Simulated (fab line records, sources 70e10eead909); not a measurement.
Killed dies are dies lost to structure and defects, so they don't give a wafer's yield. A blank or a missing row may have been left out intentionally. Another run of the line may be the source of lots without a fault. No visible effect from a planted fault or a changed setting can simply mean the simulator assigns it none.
Which tool is to blame? :: flow nand harc :: 11 lots, 33 wafers sampled, at 5 steps of a route of 1302

## WHAT THE GAUGES SHOWED, per wafer
NHARC_END_SORT_01.
lot: L871
measured: day 25 13:08
on: prober-01
killed at array: 64 41 51

lot: L868
measured: day 25 15:17
on: prober-02
killed at array: 56 67 65

lot: L874
measured: day 26 05:01
on: prober-02
killed at array: 29 28 21

lot: L878
measured: day 28 10:50
on: prober-01
killed at array: 63 59 65

lot: L879
measured: day 28 21:06
on: prober-01
killed at array: 67 74 66

lot: L887
measured: day 32 00:02
on: prober-01
killed at array: 673 673 672

lot: L888
measured: day 33 00:26
on: prober-02
killed at array: 665 670 668

## WHAT TOOL EACH LOT RAN ON (gives the tool, then ch and the chambers of the sampled wafers, and finally the start)
lot: L871
NHARC_A_STAIRCASE_TRIM_220: rie diel-07 ch 2,3, day 16 19:20
NHARC_A_STAIRCASE_ETCH_223: rie diel-07 ch 0,1,3, day 16 19:43
NHARC_A_STAIRCASE_TRIM_226: rie diel-07 ch 2,3, day 25 13:08 or earlier
NHARC_A_STAIRCASE_TRIM_233: rie diel-06 ch 0,1,3, day 25 13:08 or earlier

lot: L868
NHARC_A_STAIRCASE_TRIM_220: rie diel-07 ch 0,2,3, day 16 23:55
NHARC_A_STAIRCASE_ETCH_223: rie diel-07 ch 0,1,2, day 17 00:17
NHARC_A_STAIRCASE_TRIM_226: rie diel-07 ch 0,1,3, day 25 15:17 or earlier
NHARC_A_STAIRCASE_TRIM_233: rie diel-06 ch 0,3, day 25 15:17 or earlier

lot: L869
NHARC_A_STAIRCASE_TRIM_220: rie diel-08 ch 0,2,3, day 17 00:34
NHARC_A_STAIRCASE_ETCH_223: rie diel-08 ch 0,1,3, day 17 00:55
NHARC_A_STAIRCASE_TRIM_226: rie diel-08 ch 0,1,2, no start
NHARC_A_STAIRCASE_TRIM_233: rie diel-08 ch 0,2,3, no start

lot: L874
NHARC_A_STAIRCASE_TRIM_220: rie diel-07 ch 0,3, day 18 02:36
NHARC_A_STAIRCASE_ETCH_223: rie diel-07 ch 0,1, day 18 03:03
NHARC_A_STAIRCASE_TRIM_226: rie diel-07 ch 2,3, day 26 05:01 or earlier
NHARC_A_STAIRCASE_TRIM_233: rie diel-07 ch 0,1,3, day 26 05:01 or earlier

lot: L876
NHARC_A_STAIRCASE_TRIM_220: rie diel-08 ch 0,2,3, day 19 04:09
NHARC_A_STAIRCASE_ETCH_223: rie diel-08 ch 0,1,2, day 19 04:52
NHARC_A_STAIRCASE_TRIM_226: rie diel-08 ch 0,1,3, no start
NHARC_A_STAIRCASE_TRIM_233: rie diel-08 ch 0,1, no start

lot: L877
NHARC_A_STAIRCASE_TRIM_220: rie diel-07 ch 0,3, day 19 17:08
NHARC_A_STAIRCASE_ETCH_223: rie diel-07 ch 0,1,3, day 19 17:49
NHARC_A_STAIRCASE_TRIM_226: rie diel-07 ch 0,2,3, no start
NHARC_A_STAIRCASE_TRIM_233: rie diel-07 ch 1,2,3, no start

lot: L878
NHARC_A_STAIRCASE_TRIM_220: rie diel-06 ch 0,1,3, day 20 07:16
NHARC_A_STAIRCASE_ETCH_223: rie diel-06 ch 0,1,3, day 20 07:43
NHARC_A_STAIRCASE_TRIM_226: rie diel-06 ch 0,1,3, day 28 10:50 or earlier
NHARC_A_STAIRCASE_TRIM_233: rie diel-06 ch 0,1,3, day 28 10:50 or earlier

lot: L879
NHARC_A_STAIRCASE_TRIM_220: rie diel-08 ch 2,3, day 20 07:56
NHARC_A_STAIRCASE_ETCH_223: rie diel-08 ch 1,2,3, day 20 08:41
NHARC_A_STAIRCASE_TRIM_226: rie diel-08 ch 1,2,3, day 28 21:06 or earlier
NHARC_A_STAIRCASE_TRIM_233: rie diel-08 ch 0,2,3, day 28 21:06 or earlier

lot: L880
NHARC_A_STAIRCASE_TRIM_220: rie diel-06 ch 0,1, day 20 13:05
NHARC_A_STAIRCASE_ETCH_223: rie diel-06 ch 0,1, day 20 13:33
NHARC_A_STAIRCASE_TRIM_226: rie diel-06 ch 0,1,3, no start
NHARC_A_STAIRCASE_TRIM_233: rie diel-07 ch 0,2,3, no start

lot: L887
NHARC_A_STAIRCASE_TRIM_220: rie diel-06 ch 0,3, day 23 15:01
NHARC_A_STAIRCASE_ETCH_223: rie diel-06 ch 0,2,3, day 23 15:25
NHARC_A_STAIRCASE_TRIM_226: rie diel-06 ch 1,2, day 32 00:02 or earlier
NHARC_A_STAIRCASE_TRIM_233: rie diel-06 ch 0,1,2, day 32 00:02 or earlier

lot: L888
NHARC_A_STAIRCASE_TRIM_220: rie diel-06 ch 0,1,3, day 24 15:25
NHARC_A_STAIRCASE_ETCH_223: rie diel-06 ch 1,2,3, day 24 15:49
NHARC_A_STAIRCASE_TRIM_226: rie diel-06 ch 0,1,2, day 33 00:26 or earlier
NHARC_A_STAIRCASE_TRIM_233: rie diel-08 ch 1,2,3, day 33 00:26 or earlier
- NHARC_A_STAIRCASE_TRIM_220: chemistry O2, time 211.2 s.
- NHARC_A_STAIRCASE_ETCH_223: etches the open film in C4F8/O2, target depth 100 nm, time 40.5 s.
- NHARC_A_STAIRCASE_TRIM_226: chemistry O2, time 211.2 s.
- NHARC_A_STAIRCASE_TRIM_233: chemistry O2, time 211.2 s.

## THE ANSWER, worked out from the rows above alone
Rule: the lots themselves supply what counts as usual. The widest of any qualifying gaps counts: lots, ordered by their means at a reading, are off when they make up no more than a third of the lots, leave a main group of 4 or more, and stand apart from it by 3 or more times the standard deviation of that group's means. A main group whose means are all the same, to the digits that the tables above print for the reading, isn't used. Also off: a lot with no number at a reading for which 4 or more lots have one. All remaining lots with rows at the step are treated as sound.
Off at NHARC_END_SORT_01 (killed at array): L887, L888. Main group: mean 54, sd 15. Neither off nor sound, because the step has no rows for them: L869, L876, L877, L880.
A tool fits if, at a process step before that reading, it ran every lot that is off, and no sound lot after the first of them. Those tools and the gauges at NHARC_END_SORT_01 are tried in the same way. NHARC_A_STAIRCASE_TRIM_226: start missing for some lots; hours and lot order therefore follow NHARC_END_SORT_01. NHARC_A_STAIRCASE_TRIM_233: start missing for some lots; hours and lot order therefore follow NHARC_END_SORT_01. One fits: rie diel-06 at NHARC_A_STAIRCASE_TRIM_220 and NHARC_A_STAIRCASE_ETCH_223 and NHARC_A_STAIRCASE_TRIM_226. At NHARC_A_STAIRCASE_TRIM_220 its last sound lot is L878 (day 20 07:16), its first lot that is off L887 (day 23 15:01): a fault that began between those two fits.

## WHAT HAD BEEN PUT IN BY THE SIMULATOR
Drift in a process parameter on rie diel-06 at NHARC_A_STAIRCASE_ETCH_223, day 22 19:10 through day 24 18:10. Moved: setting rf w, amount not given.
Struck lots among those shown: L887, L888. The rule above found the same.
